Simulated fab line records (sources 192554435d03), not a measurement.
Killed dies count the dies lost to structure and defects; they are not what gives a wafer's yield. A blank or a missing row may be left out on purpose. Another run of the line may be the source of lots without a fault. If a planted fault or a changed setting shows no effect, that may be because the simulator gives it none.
Struck lot and sound lot, side by side | flow n5 finfet | 16 out of 1938 route steps
Sound: the wafers L370.1, L370.2, L370.5. Struck: wafers L374.2, L374.3. Last of all comes the cause.
Each step with rows lists, per side, the tool, then ch with its chambers, then its first start. Under that, the readings that differ: sound wafers | struck wafers | difference of the means | sigmas: that difference in standard deviations of wafers without a fault.
alike: readings with means less than 2 such deviations apart, plus words and numbers identical on both sides. not compared: withheld readings, readings lacking a value on some wafer, bounds such as >300 that could conceal the same value, and numbers that have no deviation in the record and whose values overlap.
A row with sigmas, a row that says differs or no value, or rows on one side alone: a step with any of these is where the two part. Numbers that have no deviation but don't overlap get no sigmas and don't part them. A reading that every wafer of one side lacks parts them only if that side has two wafers or more.

first, 1 step without rows for these wafers: N5_BEOL_M2_STRIP_36 (strips in N2/H2).
N5_BEOL_M2_TRENCH_ETCH_37: etches SiOC in C4F6/O2, target depth 55.555 nm, time 29.2 s.
  sound on rie diel-02 ch 2,3; struck on rie diel-01 ch 1,2
  alike: drypump motor current A, mfc ar sccm, oes product au, rf vpp V, showerhead plenum p Torr, throttle valve pct
  not compared: rf hours counter h
N5_BEOL_M2_ETCH_41: etches SiCN in CH3F/O2, target depth 29.9 nm, time 52.5 s.
  sound on rie diel-02 ch 2,3; struck on rie diel-01 ch 1,2
  alike: drypump motor current A, mfc ar sccm, oes product au, rf vpp V, showerhead plenum p Torr, throttle valve pct
  not compared: rf hours counter h
N5_BEOL_M2_STRIP_97: strips in N2/H2, time 10 s.
  sound on rie diel-02 ch 2,3; struck on rie diel-01 ch 1,2
  alike: drypump motor current A, oes product au, rf vpp V, showerhead plenum p Torr, throttle valve pct
  not compared: rf hours counter h
N5_BEOL_M2_OCD_MEAS_38:
  sound on ocd-01 at day 7 13:21; struck on ocd-02 at day 8 11:17
  alike: trench depth nm
then, 4 steps without rows for these wafers: N5_BEOL_M2_HM_STRIP_39 (strips TiN in peroxide tin strip, target depth 25 nm, time 158 s); N5_BEOL_M2_SRD_40 (time 30 s); N5_BEOL_M2_PRECLEAN_42 (cleans in residue remover, time 60 s); N5_BEOL_M2_SRD_43 (time 30 s).
N5_BEOL_M2_CD_MEAS_35: target cd 18 nm, target cd y 22.2 nm.
  sound on cd sem-02 at day 7 13:31; struck on cd sem-01 at day 8 11:26
  alike: cd nm
then, 1 step without rows for these wafers: N5_BEOL_M2_DEGAS_44 (time 60 s).
N5_BEOL_M2_PRE_CLEAN_45: time 30 s.
  sound on pvd sputter-02 at day 7 13:48; struck on pvd sputter-03 at day 8 11:43
  alike: heater power w
N5_BEOL_M2_ALD_84: deposits TaN, pulse time 2 s, purge time 3 s, co reactant purge time 2 s.
  sound on ald metal-03 ch 0,3, day 7 13:52; struck on ald metal-03 ch 2,3, day 8 11:47
  reading          | sound | struck        | difference | sigmas
  pulse time s (s) | 2 2 2 | 1.8893 1.8893 | -0.1107    |
  alike: heater power w
N5_BEOL_M2_SURFACE_TREAT_85:
  sound on pvd sputter-03 at day 7 14:05; struck on pvd sputter-03 at day 8 12:01
  not compared: throttle valve pct
N5_BEOL_M4_RC_MEAS_101:
  sound on prober-01 ch 0, day 8 15:10; struck on prober-02 ch 0, day 9 16:24
  alike: DIBL_N, DIBL_P, IOFF_N, IOFF_P, ION_N, ION_P, SS_N, SS_P, VT_N, VT_P
-- the record jumps here: 4 days lie between the struck wafers' starts before and after (it left off in module BEOL_M4 and takes up again in module PASSIVATION, whose first step shown is number 1936 of the route) --
N5_PASSIVATION_PROBE_49:
  sound on prober-01 at day 13 00:08; struck on prober-02 at day 13 21:10
  alike: defect limited yield, killed_at_M0_to_M3, killed_at_M4_up, killed at contacts, killed at front end, killed at other, killed dies, killed on rim, killed open, killed short, sort_bin_5_function, sort_bin_6_memory, sort n pass, sort yield pct

== WHERE THEY PART ==
Nowhere in this record.

WHY: whatever the simulator had introduced
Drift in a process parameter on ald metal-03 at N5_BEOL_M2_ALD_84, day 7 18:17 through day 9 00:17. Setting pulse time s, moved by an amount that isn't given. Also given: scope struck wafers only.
